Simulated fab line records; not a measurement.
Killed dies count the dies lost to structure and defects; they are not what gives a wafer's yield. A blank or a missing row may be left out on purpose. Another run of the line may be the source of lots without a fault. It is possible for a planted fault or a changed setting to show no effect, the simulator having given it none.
8D (eight disciplines) problem report, filled in by code :: flow n5-finfet :: the parts of the form that need people (team, actions taken, sign-off) are left out

## 1. WHAT WENT WRONG
At N5_SDB_COAT_05, spin-speed-rpm averages 1227.9 rpm over 9 wafers from 3 lots, while fault-free wafers read 1500.1 rpm, standard deviation 0.81. That is -99 or more standard deviations from the usual mean.
The step: resist thk 90 nm.
First seen on wafer L668.1, day 7 14:17, on litho-track-05. The record holds 39 wafers of 13 lots with a number at this step. Rule for "out" (also "out of limits"): further than 4 standard deviations from the usual mean. The other wafers with a number count as sound.

## 2. WHAT THIS IS AND IS NOT
question: which readings at this step
is: spin-speed-rpm
is not: -

question: which lots
is: L668, L671, L672
is not: L654, L657, L658, L659, L660, L661, L662, L665, L670, L676

question: which wafers of those lots
is: all that have a number
is not: -

question: read on which tools
is: litho-track-05
is not: litho-track-03, litho-track-04

question: when
is: from day 7 14:17
is not: up to then (24 sound wafers); but 6 sound wafers of L670, L676 came after

## 3. THE SUSPECTS, EACH WITH WHAT RULES IT OUT
Counting: a tool at any process step up to the reading remains a suspect when it ran all the lots that are out and ran no sound lot after the first of those.
- plasma-asher-01 at N5_SD_EPI_P_STRIP_40 (strips in N2/H2): kept. It processed each lot that is out, first L668 at day 7 01:56, and no sound lot thereafter; up to then, the last sound lot it processed was L665 at day 6 09:49.
- litho-track-05 at N5_SDB_COAT_05 (resist thk 90 nm): kept. It processed each lot that is out, first L668 at day 7 14:17, and no sound lot thereafter; up to then, the last sound lot it processed was L665 at day 6 21:08. On those wafers its own readings are out: spin-speed-rpm.
The count leaves litho-track-05 at N5_SDB_COAT_05 and plasma-asher-01 at N5_SD_EPI_P_STRIP_40.

## 4. THE CAUSE (what the simulator had put in)
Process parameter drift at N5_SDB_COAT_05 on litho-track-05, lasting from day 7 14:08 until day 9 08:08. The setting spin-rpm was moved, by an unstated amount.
This tool is one of the 2 suspects left after counting.

## 5. THE EFFECT CHAIN, in route order
Each row: a reading where the mean over the struck wafers with a number is more than 3 standard deviations away from the usual. Scope: only readings with a usual standard deviation given in the record; hours: median across lots of the time from each lot's start at the first step in this table that gives one to its start at this step; sigmas: change in usual standard deviations.
hours: 0
step: N5_SDB_COAT_05
reading: spin-speed-rpm
usual: 1500.1 rpm
on struck wafers: 1227.9
change: -272.2
sigmas: -99 or more
The process steps in it:
- N5_SDB_COAT_05: resist thk 90 nm.

## 6. WHAT WOULD HAVE CAUGHT IT SOONER
The fault began at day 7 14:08; the first out-of-limits reading in this record came at day 7 14:17, 0 hours later.
